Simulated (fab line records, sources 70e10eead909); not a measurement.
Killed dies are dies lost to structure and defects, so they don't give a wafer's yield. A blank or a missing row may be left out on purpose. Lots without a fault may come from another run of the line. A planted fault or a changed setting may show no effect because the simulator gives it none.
A struck lot beside a sound one | flow nand_harc | 14 steps out of a route of 1159
Sound: wafers L813.2, L813.4, L813.6. Struck: wafers L826.2, L826.3, L826.4. The cause comes at the end.
At each step with rows: each side's tool, then ch and its chambers, then its first start. Under that, the readings that differ: sound wafers | struck wafers | difference of the means | sigmas: that difference in standard deviations of wafers without a fault.
alike: readings whose means differ by less than 2 such deviations, and words and numbers that are the same on both sides. not compared: withheld readings, readings that some wafer has no value for, bounds like >300 that may hide the same value, and numbers for which the record gives no deviation and whose values overlap.
The two part at a step that has a row with sigmas, a row that says differs or no value, or rows on one side only. Numbers that don't overlap but have no deviation are shown without sigmas and don't part them. A reading that every wafer of one side lacks parts them only if that side has two wafers or more.

first, 1 step without rows for these wafers: NHARC_A_ONON_D1_DEP_00 (target thk 1000 nm).
NHARC_A_ONON_D1_THK_MEAS_02: measures by ellipsometry.
  sound on film_metro-01, day 7 00:45; struck on film_metro-02, day 10 14:14
  alike: thk_nm
then, 1 step without rows for these wafers: NHARC_A_ONON_D1_DEP_03 (target thk 1000 nm).
NHARC_A_ONON_D1_THK_MEAS_05: measures by ellipsometry.
  sound on film_metro-01, day 7 01:19; struck on film_metro-02, day 10 15:07
  alike: thk_nm
then, 1 step without rows for these wafers: NHARC_A_ONON_D1_DEP_06 (target thk 1000 nm).
NHARC_A_ONON_D1_THK_MEAS_08: measures by ellipsometry.
  sound on film_metro-02, day 7 01:53; struck on film_metro-01, day 10 15:49
  alike: thk_nm
then, 1 step without rows for these wafers: NHARC_A_ONON_D1_DEP_09 (target thk 1000 nm).
NHARC_A_ONON_D1_THK_MEAS_11: measures by ellipsometry.
  sound on film_metro-02, day 7 02:26; struck on film_metro-01, day 10 16:23
  reading     | sound       | struck         | difference | sigmas
  thk_nm (nm) | 994 994 993 | 1011 1013 1014 | +19        | +3
then, 1 step without rows for these wafers: NHARC_A_ONON_D1_DEP_12 (target thk 1000 nm).
NHARC_A_ONON_D1_THK_MEAS_14: measures by ellipsometry.
  sound on film_metro-01, day 7 03:00; struck on film_metro-01, day 10 16:58
  reading     | sound          | struck      | difference | sigmas
  thk_nm (nm) | 1010 1009 1009 | 989 988 990 | -20        | -2
then, 1 step without rows for these wafers: NHARC_A_ONON_D1_ANNEAL_15 (time 3600 s).
NHARC_A_ONON_D1_DEP_16: target thk 1000 nm.
  sound on pecvd_onon-01 ch 0, day 7 09:38; struck on pecvd_onon-01 ch 0, day 10 23:31
NHARC_A_ONON_D1_THK_MEAS_18: measures by ellipsometry.
  sound on film_metro-01, day 7 10:05; struck on film_metro-01, day 10 23:59
  reading     | sound          | struck         | difference | sigmas
  thk_nm (nm) | 1005 1004 1004 | 1038 1039 1038 | +34        | +5
then, 1 step without rows for these wafers: NHARC_A_ONON_D1_DEP_19 (target thk 1000 nm).

WHERE THEY PART
First at NHARC_A_ONON_D1_THK_MEAS_11; last, within this record, at NHARC_A_ONON_D1_THK_MEAS_18.

WHY: what the simulator had put in
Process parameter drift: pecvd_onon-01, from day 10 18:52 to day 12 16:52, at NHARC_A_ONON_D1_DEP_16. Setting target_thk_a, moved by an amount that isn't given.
